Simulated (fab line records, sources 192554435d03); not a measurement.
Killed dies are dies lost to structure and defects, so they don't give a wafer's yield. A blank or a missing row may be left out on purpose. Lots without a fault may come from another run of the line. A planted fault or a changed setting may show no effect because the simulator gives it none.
Split-lot experiment | flow n5_finfet | 7 lots, 21 wafers read, on a route of 1938 steps

THE SPLIT
At N5_BEOL_M3_TRENCH_ETCH_37 (etches SiOC in C4F6/O2, target depth 55.555 nm, time 29.2 s), the setting time_s was moved away from the recipe's 29.2 s on 4 of the 21 wafers read, by -20.9% to +20.6%. The other wafers ran this setting at the recipe's value.

FROM THE SPLIT TO THE READING: what the file shows between them, 2 steps
- N5_BEOL_M3_ETCH_41: etches SiCN in CH3F/O2, target depth 29.9 nm, time 52.5 s
- N5_BEOL_M3_STRIP_97: strips in N2/H2, time 10 s

THE READING
trench_depth_nm, in nm, at N5_BEOL_M3_OCD_MEAS_38. Fault-free wafers of this fab line usually give 55.4 nm, standard deviation 1 nm.

wafer  | tool, chamber at the split | time_s as run, s | against the recipe | trench_depth_nm, nm | against lot-mates on the recipe
L074.1 | rie_diel-01, 3             | 29.2             | recipe             | 55.1                | -
L074.2 | rie_diel-01, 0             | 29.2             | recipe             | 56.4                | -
L074.4 | rie_diel-01, 1             | 35.21            | +20.6%             | 68.2                | +12.5
L075.4 | rie_diel-01, 1             | 29.2             | recipe             | 56.8                | -
L075.5 | rie_diel-01, 1             | 29.2             | recipe             | 56.6                | -
L075.6 | rie_diel-01, 2             | 29.2             | recipe             | 54.8                | -
L078.1 | rie_diel-01, 2             | 29.2             | recipe             | 54.7                | -
L078.3 | rie_diel-01, 3             | 29.2             | recipe             | 54.8                | -
L078.6 | rie_diel-01, 2             | 29.2             | recipe             | 54.8                | -
L081.3 | rie_diel-03, 0             | 23.09            | -20.9%             | 43.0                | -12.1
L081.4 | rie_diel-03, 3             | 29.2             | recipe             | 55.4                | -
L081.5 | rie_diel-03, 2             | 29.2             | recipe             | 54.9                | -
L089.2 | rie_diel-02, 2             | 29.2             | recipe             | 52.5                | -
L089.5 | rie_diel-02, 3             | 29.2             | recipe             | 54.5                | -
L089.6 | rie_diel-02, 2             | 23.22            | -20.5%             | 42.8                | -10.7
L090.1 | rie_diel-02, 1             | 29.2             | recipe             | 54.5                | -
L090.2 | rie_diel-02, 0             | 29.2             | recipe             | 55.3                | -
L090.4 | rie_diel-02, 2             | 29.2             | recipe             | 53.3                | -
L091.1 | rie_diel-01, 0             | 29.2             | recipe             | 57.3                | -
L091.3 | rie_diel-01, 1             | 29.2             | recipe             | 56.8                | -
L091.5 | rie_diel-01, 2             | 27.38            | -6.2%              | 51.6                | -5.4

THE FIT
A straight line over all 21 wafers: trench_depth_nm changes by +0.607 nm for each +1% of time_s; r = +0.97; the points scatter about the line by 1.2 nm.
The same after taking each lot's own level away (the mean of its wafers on the recipe; 21 wafers): +0.578 nm for each +1%; r = +0.99; scatter 0.81 nm.
On that fit, the largest move of time_s shifts the reading by 12 nm.
The lots' own levels span 53.50 to 57.05 nm, that is 3.5 times the standard deviation above.
So the lot-to-lot level changes the slope little: the two slopes agree.
Check: with one of the wafers moved furthest among these (-20.9%) left out of the fit, the line predicts -12.1 nm for it against its lot-mates. It came out at -12.1 nm against them.

OTHER SPLITS ON THESE WAFERS
These wafers also went through other splits before the reading. Each is held against what the fit with the lots' levels taken away leaves over:
other split on the same wafers | wafers away from the commonest value | r with trench_depth_nm (lot level and that fit taken away)
N5_BEOL_M2_COAT_73 temp_c      | 6                                    | +0.00
N5_BEOL_M3_VIA_ETCH_34 time_s  | 10                                   | -0.24

THE WHOLE CHAIN: every reading that the file lists as answering this split, in the file's order
step                      | what it does                                                | reading                                                                   | change (the file's fit)               | r (the file's)
N5_BEOL_M3_TRENCH_ETCH_37 | etches SiOC in C4F6/O2, target depth 55.555 nm, time 29.2 s | BEOL_M3.feature_depth_nm (the simulator's own value, which no gauge read) | +0.582 nm for each +1% of the setting | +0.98
N5_BEOL_M3_TRENCH_ETCH_37 | etches SiOC in C4F6/O2, target depth 55.555 nm, time 29.2 s | etch.depth_nm (the simulator's own value, which no gauge read)            | +0.581 nm for each +1% of the setting | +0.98
N5_BEOL_M3_OCD_MEAS_38    |                                                             | trench_depth_nm                                                           | +0.579 nm for each +1% of the setting | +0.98

THE FILE'S OWN FIT
trench_depth_nm changes by +0.579 nm for each +1% of time_s, r = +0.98.
